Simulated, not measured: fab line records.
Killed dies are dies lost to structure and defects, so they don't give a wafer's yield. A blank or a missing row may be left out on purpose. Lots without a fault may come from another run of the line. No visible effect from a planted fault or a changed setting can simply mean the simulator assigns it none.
Matching of chambers ; flow n5_finfet ; rie_diel-02 running N5_BEOL_M1_DESCUM_33: 4 sister chambers
The step chemistry O2, time 7 s. 16 wafers are shown with their chamber, then 8 later ones without.

## WAFERS WITH THEIR CHAMBER
wafer;chamber;drypump_motor_current_A (A);throttle_valve_pct (%);showerhead_plenum_p_Torr (Torr)
L074.3;2;6.2;20.70;2.00
L074.4;3;5.6;20.62;1.98
L074.5;2;6.2;20.70;2.00
L075.2;0;6.0;20.09;2.22
L075.3;0;6.1;20.08;2.21
L075.5;1;6.2;20.06;2.19
L079.1;3;5.5;20.27;2.24
L079.2;0;6.0;20.11;2.21
L079.6;2;6.2;20.71;1.99
L081.2;3;5.6;20.27;2.24
L081.3;2;6.2;20.72;1.99
L081.4;1;6.3;20.09;2.18
L088.1;0;6.1;20.12;2.21
L088.4;3;5.6;20.30;2.24
L088.6;2;6.2;20.75;1.99
L092.3;2;6.2;20.76;1.98

SIGNATURES (averages over the wafers above)
reading;chamber 0;chamber 1;chamber 2;chamber 3;scatter within a chamber
drypump_motor_current_A;6.050;6.250;6.200;5.575;0.0433
throttle_valve_pct;20.1000;20.0750;20.7233;20.3650;0.0876
showerhead_plenum_p_Torr;2.2125;2.1850;1.9917;2.1750;0.0653
Rule: a wafer lies at a distance from a chamber equal to the root of the sum of squares, over the readings, of (its reading less the chamber's mean, divided by the reading's scatter). The wafer belongs to the nearest chamber; if the next one is less than 2 further off, it can't be placed. The scatter is the square root of a quotient: the sum, over the shown wafers, of each reading's squared deviation from its chamber's mean, divided by wafers minus chambers.

## WAFERS MISSING THEIR CHAMBER
wafer;drypump_motor_current_A (A);throttle_valve_pct (%);showerhead_plenum_p_Torr (Torr)
L092.5;6.1;20.14;2.20
L092.6;5.6;20.30;2.23
L094.1;5.6;20.32;2.23
L094.5;5.6;20.32;2.23
L094.6;6.3;20.12;2.17
L095.2;6.2;20.77;1.98
L095.4;6.3;20.13;2.17
L095.6;5.6;20.33;2.23

## WHICH CHAMBER EACH ONE RAN IN
wafer;from the rows above;in truth
L092.5;0;0
L092.6;3;3
L094.1;3;3
L094.5;3;3
L094.6;1;1
L095.2;2;2
L095.4;1;1
L095.6;3;3
Correct placement for 8 of the 8. Left unplaced by these rows: 0. Number placed wrongly: 0.
